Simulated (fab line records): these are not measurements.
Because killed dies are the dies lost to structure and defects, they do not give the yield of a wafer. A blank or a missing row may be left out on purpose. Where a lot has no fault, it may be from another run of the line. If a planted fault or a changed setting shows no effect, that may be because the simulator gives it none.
Chamber matching | flow n5 finfet | rie diel-06 running N5_BEOL_M14_DESCUM_15: 4 sister chambers
The step chemistry O2, time 7.9 s. 20 wafers are shown with their chamber, then 10 later ones without.

WAFERS WITH THEIR CHAMBER
wafer  | chamber | drypump motor current A (A) | showerhead plenum p Torr (Torr) | throttle valve pct (%)
L076.1 | 0       | 5.5                         | 2.17                            | 20.60
L076.2 | 3       | 6.8                         | 2.17                            | 20.63
L076.4 | 0       | 5.5                         | 2.17                            | 20.57
L078.1 | 3       | 6.8                         | 2.17                            | 20.63
L078.2 | 2       | 5.4                         | 2.04                            | 20.29
L078.3 | 0       | 5.5                         | 2.17                            | 20.61
L079.1 | 2       | 5.4                         | 2.04                            | 20.30
L079.2 | 0       | 5.5                         | 2.17                            | 20.59
L079.3 | 3       | 6.8                         | 2.17                            | 20.64
L085.3 | 2       | 5.4                         | 2.03                            | 20.31
L085.4 | 0       | 5.5                         | 2.16                            | 20.65
L085.5 | 3       | 6.9                         | 2.16                            | 20.66
L087.3 | 3       | 6.8                         | 2.16                            | 20.67
L087.5 | 1       | 5.3                         | 2.05                            | 20.00
L087.6 | 2       | 5.4                         | 2.03                            | 20.31
L090.1 | 3       | 6.8                         | 2.16                            | 20.70
L090.3 | 1       | 5.4                         | 2.04                            | 20.03
L090.5 | 1       | 5.4                         | 2.04                            | 20.04
L091.1 | 1       | 5.3                         | 2.04                            | 20.03
L091.5 | 2       | 5.4                         | 2.03                            | 20.33

SIGNATURES (averages over the wafers above)
reading                  | chamber 0 | chamber 1 | chamber 2 | chamber 3 | scatter within a chamber
drypump motor current A  | 5.500     | 5.350     | 5.400     | 6.817     | 0.0339
showerhead plenum p Torr | 2.1680    | 2.0425    | 2.0340    | 2.1650    | 0.00515
throttle valve pct       | 20.6040   | 20.0250   | 20.3080   | 20.6550   | 0.0238
Rule: for a wafer and a chamber, the distance is found by dividing, reading by reading, the gap between the wafer's reading and the chamber's mean by the reading's scatter, squaring, summing and taking the root. If the next closest chamber is less than 2 further off than the closest, the wafer can't be placed; otherwise it belongs to the closest. The scatter: take each reading less its chamber's mean, square it, sum over the shown wafers, divide by the number of wafers less the number of chambers, and take the root.

WAFERS WITH NO CHAMBER GIVEN
wafer  | drypump motor current A (A) | showerhead plenum p Torr (Torr) | throttle valve pct (%)
L091.6 | 6.8                         | 2.16                            | 20.68
L094.2 | 6.8                         | 2.16                            | 20.69
L094.4 | 5.5                         | 2.15                            | 20.67
L094.6 | 5.4                         | 2.04                            | 20.04
L093.1 | 5.3                         | 2.04                            | 20.03
L093.2 | 5.4                         | 2.03                            | 20.34
L093.4 | 6.8                         | 2.16                            | 20.68
L097.3 | 5.4                         | 2.03                            | 20.35
L097.4 | 5.3                         | 2.04                            | 20.04
L097.5 | 5.3                         | 2.04                            | 20.04

WHICH CHAMBER EACH WENT THROUGH
wafer  | from the rows above | in truth
L091.6 | 3                   | 3
L094.2 | 3                   | 3
L094.4 | 0                   | 0
L094.6 | 1                   | 1
L093.1 | 1                   | 1
L093.2 | 2                   | 2
L093.4 | 3                   | 3
L097.3 | 2                   | 2
L097.4 | 1                   | 1
L097.5 | 1                   | 1
Correctly placed: 10 of 10. Can't be placed from these rows: 0. Wrongly placed: 0.
